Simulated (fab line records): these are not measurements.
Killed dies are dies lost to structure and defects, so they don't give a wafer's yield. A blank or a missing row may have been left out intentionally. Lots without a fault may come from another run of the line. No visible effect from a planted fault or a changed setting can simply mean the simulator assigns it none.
Chamber matching | flow n5 finfet | pecvd-02 running N5_BEOL_M9_DEP_56: 3 sister chambers
The step deposits SiCN from 3MS/NH3, target thk 15 nm, time 26.5 s. 16 wafers are shown with their chamber, then 8 later ones without.

WAFERS WITH THEIR CHAMBER
wafer  | chamber | showerhead plenum p Torr (Torr) | throttle valve pct (%) | rf fwd power W (W)
L074.3 | 0       | 3.662                           | 9.08                   | 200.1
L074.4 | 2       | 3.671                           | 9.06                   | 200.3
L074.6 | 2       | 3.671                           | 8.95                   | 200.8
L077.2 | 1       | 3.678                           | 8.68                   | 200.1
L077.5 | 0       | 3.668                           | 9.02                   | 201.7
L077.6 | 1       | 3.677                           | 8.62                   | 200.7
L076.2 | 2       | 3.674                           | 8.97                   | 201.5
L076.3 | 0       | 3.667                           | 8.94                   | 201.3
L076.4 | 2       | 3.678                           | 9.13                   | 200.8
L080.1 | 1       | 3.669                           | 8.88                   | 200.5
L080.3 | 2       | 3.674                           | 9.06                   | 199.6
L080.4 | 0       | 3.655                           | 9.22                   | 200.0
L083.4 | 2       | 3.673                           | 8.92                   | 201.2
L083.5 | 1       | 3.682                           | 8.96                   | 200.7
L083.6 | 0       | 3.668                           | 8.79                   | 200.3
L084.2 | 2       | 3.668                           | 8.82                   | 200.4

SIGNATURES (averages over the wafers above)
reading                  | chamber 0 | chamber 1 | chamber 2 | scatter within a chamber
showerhead plenum p Torr | 3.66400   | 3.67650   | 3.67271   | 0.00459
throttle valve pct       | 9.0100    | 8.7850    | 8.9871    | 0.137
rf fwd power W           | 200.680   | 200.500   | 200.657   | 0.618
Rule: a wafer's distance from a chamber is the root of the sum, over the readings, of the square of ((its reading less the chamber's mean) divided by the reading's scatter). The wafer belongs to the nearest chamber; if the next one is less than 2 further off, it can't be placed. The scatter: take each reading less its chamber's mean, square it, sum over the shown wafers, divide by the number of wafers less the number of chambers, and take the root.

WAFERS WITHOUT THEIR CHAMBER
wafer  | showerhead plenum p Torr (Torr) | throttle valve pct (%) | rf fwd power W (W)
L084.4 | 3.665                           | 9.07                   | 201.3
L084.6 | 3.664                           | 8.94                   | 199.2
L086.2 | 3.671                           | 8.91                   | 200.1
L086.5 | 3.667                           | 9.33                   | 201.4
L086.6 | 3.668                           | 9.37                   | 199.9
L088.1 | 3.672                           | 9.01                   | 199.9
L088.2 | 3.675                           | 9.23                   | 200.5
L088.3 | 3.683                           | 8.97                   | 200.4

EACH ONE'S CHAMBER
wafer  | from the rows above          | in truth
L084.4 | can't be placed: 0 or 2      | 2
L084.6 | can't be placed: 0 or 2 or 1 | 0
L086.2 | can't be placed: 2 or 1 or 0 | 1
L086.5 | can't be placed: 0 or 2      | 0
L086.6 | can't be placed: 0 or 2 or 1 | 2
L088.1 | can't be placed: 2 or 1 or 0 | 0
L088.2 | can't be placed: 2 or 0 or 1 | 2
L088.3 | can't be placed: 1 or 2      | 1
0 of 8 placed correctly. Cannot be placed on the basis of these rows: 8; the candidates contain the true chamber in 8. Placed wrongly: 0.
